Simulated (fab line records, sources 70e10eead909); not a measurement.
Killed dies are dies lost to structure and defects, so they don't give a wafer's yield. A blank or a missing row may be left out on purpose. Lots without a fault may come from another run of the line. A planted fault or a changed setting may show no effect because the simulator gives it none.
Which tool did it? | flow nand_harc | 14 lots, 42 wafers sampled, at 4 steps of a route of 1159

WHAT THE GAUGES READ, wafer by wafer
NHARC_P_BONDPAD_CD_MEAS_13.
lot  | measured     | on        | cd_nm (nm)
L815 | day 7 05:48  | cd_sem-01 | 499.5 499.8 501.1
L817 | day 7 06:27  | cd_sem-01 | 496.9 500.1 500.2
L818 | day 7 07:15  | cd_sem-02 | 502.1 497.8 500.1
L819 | day 7 13:00  | cd_sem-02 | 497.3 498.1 499.8
L820 | day 7 17:16  | cd_sem-02 | 497.9 500.4 498.8
L822 | day 7 23:44  | cd_sem-02 | 496.6 497.7 498.8
L823 | day 8 18:41  | cd_sem-02 | 501.0 497.0 498.9
L825 | day 8 23:39  | cd_sem-03 | 500.8 497.7 498.7
L828 | day 10 05:00 | cd_sem-03 | 496.5 500.1 497.4
L830 | day 10 09:58 | cd_sem-01 | 501.6 499.0 502.1
L831 | day 10 11:58 | cd_sem-02 | 498.6 499.4 498.1
L832 | day 10 22:20 | cd_sem-02 | 496.6 502.5 496.7
L835 | day 11 06:42 | cd_sem-03 | 499.5 501.7 495.8
L836 | day 12 00:21 | cd_sem-02 | 499.9 501.1 501.3

NHARC_P_BONDPAD_THK_MEAS_20: measures by xrf.
lot  | measured     | on            | thk_nm (nm)
L815 | day 7 09:16  | film_metro-01 | 161.0 161.6 161.3
L817 | day 7 08:35  | film_metro-02 | 159.3 159.8 159.2
L818 | day 7 09:38  | film_metro-02 | 158.6 159.1 160.2
L819 | day 7 15:25  | film_metro-01 | 162.7 163.8 161.7
L820 | day 7 19:18  | film_metro-01 | 162.8 159.6 162.5
L822 | day 8 01:47  | film_metro-02 | 158.1 161.4 159.0
L823 | day 8 20:47  | film_metro-01 | 162.1 161.1 162.3
L825 | day 9 01:41  | film_metro-01 | 161.6 162.8 161.4
L828 | day 10 07:02 | film_metro-01 | 156.5 160.4 161.1
L830 | day 10 12:02 | film_metro-01 | 160.3 161.7 162.0
L831 | day 10 14:09 | film_metro-02 | 161.8 160.7 162.4
L832 | day 11 00:22 | film_metro-01 | 160.7 162.4 159.8
L835 | day 11 08:44 | film_metro-02 | 161.5 161.9 159.4
L836 | day 12 02:23 | film_metro-01 | 160.2 161.0 163.8

NHARC_A_ZERO_WELL_CD_MEAS_10: target cd 2000 nm.
lot  | measured     | on        | cd_nm (nm)
L815 | day 7 10:55  | cd_sem-03 | 2001.2 2000.2 1998.4
L817 | day 7 10:09  | cd_sem-01 | 1999.9 1996.4 1999.8
L818 | day 7 11:23  | cd_sem-03 | 1995.9 2000.0 1996.6
L819 | day 7 16:51  | cd_sem-01 | 1997.6 1998.8 1999.0
L820 | day 7 20:44  | cd_sem-01 | 2000.9 1999.9 1995.9
L822 | day 8 03:12  | cd_sem-03 | 2001.0 2001.2 2000.9
L823 | day 8 22:19  | cd_sem-03 | - - -
L825 | day 9 03:13  | cd_sem-02 | - - -
L828 | day 10 08:36 | cd_sem-03 | 2002.8 2000.5 2001.5
L830 | day 10 13:35 | cd_sem-01 | 2001.9 2002.7 2001.3
L831 | day 10 15:41 | cd_sem-01 | 1999.8 1998.7 1998.9
L832 | day 11 01:58 | cd_sem-02 | 2000.2 2000.9 1999.3
L835 | day 11 10:15 | cd_sem-02 | 1998.9 1999.6 2000.8
L836 | day 12 03:55 | cd_sem-03 | 2002.2 2002.2 2001.4

WHICH TOOL RAN EACH LOT (tool, then ch and the chambers of the sampled wafers, then the start)
lot  | NHARC_A_ZERO_WELL_EXPOSE_07
L815 | krf_scanner-04 ch 0, day 7 10:46
L817 | krf_scanner-01 ch 0, day 7 10:00
L818 | krf_scanner-01 ch 0, day 7 11:14
L819 | krf_scanner-01 ch 0, day 7 16:42
L820 | krf_scanner-01 ch 0, day 7 20:35
L822 | krf_scanner-02 ch 0, day 8 03:03
L823 | krf_scanner-01, day 8 22:10
L825 | krf_scanner-02, day 9 03:04
L828 | krf_scanner-01 ch 0, day 10 08:27
L830 | krf_scanner-02 ch 0, day 10 13:26
L831 | krf_scanner-01 ch 0, day 10 15:32
L832 | krf_scanner-04 ch 0, day 11 01:49
L835 | krf_scanner-02 ch 0, day 11 10:07
L836 | krf_scanner-04 ch 0, day 12 03:45
- NHARC_A_ZERO_WELL_EXPOSE_07: exposes mask A ZERO.

WHAT THE TOOLS THEMSELVES READ (means of the sampled wafers that have a number; where no wafer has one, the mark that the record gives instead)
NHARC_A_ZERO_WELL_EXPOSE_07.
lot  | tool           | exposure_dose_mJ_cm2 | focus_offset_nm (nm)
L815 | krf_scanner-04 | 33.81                | 0.4
L817 | krf_scanner-01 | 33.85                | -0.6
L818 | krf_scanner-01 | 33.81                | -0.4
L819 | krf_scanner-01 | 33.84                | -0.3
L820 | krf_scanner-01 | 33.86                | 0.1
L822 | krf_scanner-02 | 33.85                | -0.4
L823 | krf_scanner-01 | -                    | -
L825 | krf_scanner-02 | -                    | -
L828 | krf_scanner-01 | 33.79                | 0.1
L830 | krf_scanner-02 | 33.88                | 0.1
L831 | krf_scanner-01 | 33.86                | 0.1
L832 | krf_scanner-04 | 33.82                | -0.2
L835 | krf_scanner-02 | 33.90                | 0.3
L836 | krf_scanner-04 | 33.86                | 0.4

THE ANSWER, worked out from the rows above alone
Rule: what is usual is taken from the lots themselves. Put in order of their means at a reading, lots are off if they are a third of the lots or fewer, leave a main group of 4 or more, and stand apart from it by a gap of 3 or more times the standard deviation of the main group's means; of several such gaps the widest counts. A main group whose means are all the same, to the digits that the tables above print for the reading, isn't used. A lot without any number at a reading at which 4 lots or more have one is off too. The other lots that the step has rows for count as sound. The gauges are gone through in route order, then the tools' own readings, and for those a lot's mean is taken as printed above. The first step at which some lot is off is used, and at that step the reading that is off furthest; a lot without a number counts as furthest.
Off: L823, L825, at NHARC_A_ZERO_WELL_CD_MEAS_10 (cd_nm). Without a number there: L823, L825. The main group: mean 1999.9 nm, standard deviation 1.4.
A tool fits if, at a process step before that reading, it ran every lot that is off, and no sound lot after the first of them. The gauges at NHARC_A_ZERO_WELL_CD_MEAS_10 aren't tried: what is off there is off at NHARC_A_ZERO_WELL_EXPOSE_07 too, on other tools, and a gauge's error can't cause that. None of those tried fits.

WHAT THE SIMULATOR HAD PUT IN
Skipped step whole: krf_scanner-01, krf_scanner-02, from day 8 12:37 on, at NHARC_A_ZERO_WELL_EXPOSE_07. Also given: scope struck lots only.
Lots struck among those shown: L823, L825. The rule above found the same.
